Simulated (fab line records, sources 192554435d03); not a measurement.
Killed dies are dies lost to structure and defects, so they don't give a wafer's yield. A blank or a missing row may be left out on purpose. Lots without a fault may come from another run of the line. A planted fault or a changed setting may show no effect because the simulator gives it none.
A struck lot beside a sound one | flow n5_finfet | 45 steps out of a route of 1938
Sound: wafers L975.1, L975.2, L975.3. Struck: wafers L994.1, L994.2, L994.5. The cause comes at the end.
At each step with rows: each side's tool, then ch and its chambers, then its first start. Under that, the readings that differ: sound wafers | struck wafers | difference of the means | sigmas: that difference in standard deviations of wafers without a fault.
alike: readings whose means differ by less than 2 such deviations, and words and numbers that are the same on both sides. not compared: withheld readings, readings that some wafer has no value for, bounds like >300 that may hide the same value, and numbers for which the record gives no deviation and whose values overlap.
The two part at a step that has a row with sigmas, a row that says differs or no value, or rows on one side only. Numbers that don't overlap but have no deviation are shown without sigmas and don't part them. A reading that every wafer of one side lacks parts them only if that side has two wafers or more.

first, 2 steps without rows for these wafers: N5_BEOL_M2_ANNEAL_51 (time 90 s); N5_BEOL_M2_CMP_52 (polishes, stops on SiOC, t overpolish 6.8 s, target thk 40 nm).
N5_BEOL_M2_THK_MEAS_53: measures by xrf.
  sound on film_metro-02, day 7 01:52; struck on film_metro-02, day 11 20:17
  alike: M2_THK
then, 1 step without rows for these wafers: N5_BEOL_M2_PRE_CLEAN_60 (time 15 s).
N5_BEOL_M2_CO_CAP_55: material Co, precursor CCTBA/H2, target thk 2 nm, time 102.1 s.
  sound on cvd_co-01 ch 0,1,2, day 7 01:56; struck on cvd_co-01 ch 0,1,2, day 11 20:25
  alike: heater_power_w
then, 2 steps without rows for these wafers: N5_BEOL_M2_PRE_CLEAN_56 (time 15 s); N5_BEOL_M2_DEP_57 (deposits SiCN from 3MS/NH3, target thk 8 nm, time 14 s).
N5_BEOL_M2_RS_MEAS_58: measures by four-point-probe.
  sound on film_metro-02, day 7 02:09; struck on film_metro-02, day 11 20:35
  alike: M2_RS
N5_BEOL_M2_INSPECT_59: inspects for defects (darkfield).
  sound on defect_inspect-01, day 7 02:10; struck on defect_inspect-02, day 11 20:37
  alike: raw_defect_count
N5_BEOL_M3_ILD_DEP_00: deposits SiOC from DEMS/O2, target thk 79 nm, time 15.3 s.
  sound on pecvd-02 ch 0,1,2, day 7 02:13; struck on pecvd-01 ch 0,2, day 11 20:39
  alike: heater_power_w, showerhead_plenum_p_Torr, throttle_valve_pct
N5_BEOL_M3_THK_MEAS_01:
  sound on film_metro-02, day 7 02:17; struck on film_metro-02, day 11 20:43
  alike: M3_ILD_THK
N5_BEOL_M3_PECVD_72: deposits SiO2 from TEOS/O2, target thk 16 nm, time 18 s.
  sound on pecvd-03 ch 0,2, day 7 02:19; struck on pecvd-03 ch 0,1,2, day 11 20:46
  alike: heater_power_w, showerhead_plenum_p_Torr, throttle_valve_pct
N5_BEOL_M3_HM_DEP_02: deposits TiN, target thk 20 nm.
  sound on pvd_sputter-01, day 7 03:36; struck on pvd_sputter-01, day 11 22:29
  alike: chamber_pressure_pa, throttle_valve_pct
then, 9 steps without rows for these wafers: N5_BEOL_M3_COAT_61 (time 60 s, resist thk 60 nm); N5_BEOL_M3_COAT_62 (time 60 s, resist thk 12 nm); N5_BEOL_M3_COAT_73 (time 60 s, resist thk 5 nm); N5_BEOL_M3_COAT_05 (resist thk 30 nm); N5_BEOL_M3_EBR_07; N5_BEOL_M3_SOFTBAKE_06 (time 60 s); N5_BEOL_M3_EXPOSE_08 (exposes mask M3); N5_BEOL_M3_PEB_09 (peb time 60 s); N5_BEOL_M3_DEVELOP_10 (develop time 30 s).
N5_BEOL_M3_CD_MEAS_11: target cd 17.05 nm.
  sound on cd_sem-03 ch 0, day 7 04:07; struck on cd_sem-01 ch 0, day 11 23:00
  alike: cd_nm
N5_BEOL_M3_OVL_MEAS_12:
  sound on overlay-02 ch 0, day 7 04:09; struck on overlay-01 ch 0, day 11 23:02
  alike: M3_OVL
N5_BEOL_M3_INSPECT_13: inspects for defects (brightfield).
  sound on defect_inspect-02, day 7 04:13; struck on defect_inspect-01, day 11 23:05
  reading          | sound       | struck      | difference | sigmas
  raw_defect_count | 403 461 383 | 809 627 699 | +296       | +3
N5_BEOL_M3_DESCUM_16: chemistry O2, time 7 s.
  sound on rie_diel-02 ch 0,1,3, day 7 04:14; struck on rie_diel-06 ch 0,1, day 11 23:10
  alike: drypump_motor_current_A, oes_product_au, rf_vpp_V, showerhead_plenum_p_Torr, throttle_valve_pct
  not compared: rf_hours_counter_h
N5_BEOL_M3_ETCH_74: etches underlayer in N2/H2, target depth 6.5 nm, time 5.2 s.
  sound on rie_diel-02 ch 0,1,3, day 7 04:17; struck on rie_diel-06 ch 0,1, day 11 23:12
  alike: drypump_motor_current_A, etch_rf_on_time_s, oes_product_au, rf_vpp_V, showerhead_plenum_p_Torr, throttle_valve_pct
  not compared: rf_hours_counter_h
then, 7 steps without rows for these wafers: N5_BEOL_M3_ETCH_63 (etches SiARC in CF4, target depth 15.6 nm, time 26 s); N5_BEOL_M3_ETCH_64 (etches SOC in N2/H2, target depth 75 nm, overetch 15 nm, time 112.5 s); N5_BEOL_M3_STRIP_65 (strips in N2/H2); N5_BEOL_M3_STRIP_75 (strips in N2/H2); N5_BEOL_M3_STRIP_66 (strips in CF4); N5_BEOL_M3_HM_OPEN_17 (chemistry Cl2/BCl3, target TiN, target depth 20 nm, overetch 6 nm); N5_BEOL_M3_STRIP_19 (strips in O2).
N5_BEOL_M3_CD_MEAS_18: pitch 36 nm, target cd 18 nm.
  sound on cd_sem-02, day 7 04:40; struck on cd_sem-01, day 11 23:36
  alike: cd_nm
then, 7 steps without rows for these wafers: N5_BEOL_M3_COAT_67 (time 60 s, resist thk 60 nm); N5_BEOL_M3_COAT_68 (time 60 s, resist thk 12 nm); N5_BEOL_M3_COAT_76 (time 60 s, resist thk 5 nm); N5_BEOL_M3_COAT_22 (resist thk 30 nm); N5_BEOL_M3_EBR_24; N5_BEOL_M3_SOFTBAKE_23 (time 60 s); N5_BEOL_M3_EXPOSE_25 (exposes mask V2, defocus 5 nm).
N5_BEOL_M3_INSPECT_30: inspects for defects (brightfield).
  sound on defect_inspect-01, day 7 05:12; struck on defect_inspect-02, day 12 00:08
  reading          | sound       | struck      | difference | sigmas
  raw_defect_count | 448 509 408 | 755 623 658 | +224       | +2
N5_BEOL_M4_RC_MEAS_101:
  sound on prober-02 ch 0, day 8 00:55; struck on prober-01 ch 0, day 13 00:00
  alike: DIBL_N, DIBL_P, IOFF_N, IOFF_P, ION_N, ION_P, SS_N, SS_P, VT_N, VT_P
then, 1 step without rows for these wafers: N5_PASSIVATION_PROBE_49.

WHERE THEY PART
First at N5_BEOL_M3_INSPECT_13; last, within this record, at N5_BEOL_M3_INSPECT_30. Later steps at which nothing parts them and some readings are alike: N5_BEOL_M4_RC_MEAS_101.

WHY: what the simulator had put in
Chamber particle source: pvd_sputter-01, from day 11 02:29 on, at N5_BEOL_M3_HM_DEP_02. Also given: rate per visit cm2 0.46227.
